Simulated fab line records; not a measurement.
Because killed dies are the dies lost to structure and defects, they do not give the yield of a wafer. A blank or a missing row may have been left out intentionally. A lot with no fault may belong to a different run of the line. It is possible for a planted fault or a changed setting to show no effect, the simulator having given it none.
Problem report, 8D (eight disciplines) form, completed by code + flow nand_harc + the parts of the form that need people (team, actions taken, sign-off) are left out

== 1. THE ISSUE ==
killed_at_other at NHARC_END_SORT_01 reads a mean of 607.0 on 2 wafers of 2 lots; wafers without a fault read 0.7 with a standard deviation of 1.2. That is +99 or more standard deviations from the usual mean.
First seen on wafer L431.1, day 31 19:33, on prober-01. Wafers with a number at this step in the record: 8, from 3 lots. Rule for "out" (also "out of limits"): further than 4 standard deviations from the usual mean. All remaining wafers that have a number are taken as sound.

== 2. WHAT IT IS AND WHAT IT IS NOT ==
| question                    | is                                                 | is not                                                                   |
|-----------------------------|----------------------------------------------------|--------------------------------------------------------------------------|
| which readings at this step | killed_at_other, defect_limited_yield, killed_dies | killed_at_array, killed_at_periphery, killed_open, killed_short          |
| which lots                  | L431, L434                                         | L430                                                                     |
| which wafers of those lots  | L431.1, L434.1                                     | L431.5, L431.6, L434.3, L434.5                                           |
| read on which gauges        | prober-01                                          | prober-02                                                                |
| when                        | from day 31 19:33                                  | up to then (2 sound wafers); but 4 sound wafers of L431, L434 came after |

== 3. WHAT RULES OUT EACH SUSPECT ==
Counting: a tool at a process step up to the reading stays a suspect if it ran every lot that is out. Sound lots after the first of them don't rule it out here, since some wafers of a struck lot are sound.
- the gauge at NHARC_END_SORT_01: kept. All the wafers that are out were read on prober-01, and no step on other tools shows them out.
- pvd_sputter-02 at NHARC_THIN_TSV_PVD_51 (deposits Cu, target thk 100 nm): kept. It ran every lot that is out, first L431 (day 31 04:34).
Remaining after the count are pvd_sputter-02 at NHARC_THIN_TSV_PVD_51 and prober-01 at NHARC_END_SORT_01.

== 4. THE CAUSE (what the simulator had put in) ==
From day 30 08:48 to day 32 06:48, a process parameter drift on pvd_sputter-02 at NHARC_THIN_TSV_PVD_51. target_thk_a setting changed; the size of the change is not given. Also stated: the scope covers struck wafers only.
Counting leaves 2 suspects; this tool is one of them.

== 5. THE CHAIN OF EFFECTS, in route order ==
Rows list readings where the struck wafers' mean (over those with a number) sits beyond 3 standard deviations from the usual. Only readings whose record carries a usual standard deviation are examined. hours: median over the lots of the time between each lot's start at the first step of this table that gives one and its start at this step. sigmas: the change, counted in usual standard deviations.
| hours | step              | reading              | usual | on struck wafers | change | sigmas      |
|-------|-------------------|----------------------|-------|------------------|--------|-------------|
| 0     | NHARC_END_SORT_01 | defect_limited_yield | 90 %  | 0                | -90    | -22         |
| 0     | NHARC_END_SORT_01 | killed_at_other      | 0.7   | 607.0            | +606.3 | +99 or more |
| 0     | NHARC_END_SORT_01 | killed_dies          | 67    | 677              | +610   | +22         |

== 6. HOW IT WOULD HAVE BEEN CAUGHT EARLIER ==
35 hours passed between the start of the fault at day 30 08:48 and the first reading out of limits at a measuring or inspecting step in this record, taken at day 31 19:33.
Tool readings at NHARC_THIN_TSV_PVD_51 with a usual standard deviation given in the record: none out on any struck wafer, hence no alarm at a limit of 4 standard deviations on them.
Of the lots that are out (2), L434 began NHARC_THIN_TSV_PVD_51 on pvd_sputter-02 after day 31 19:33. Holding the tool at that time would have saved it.
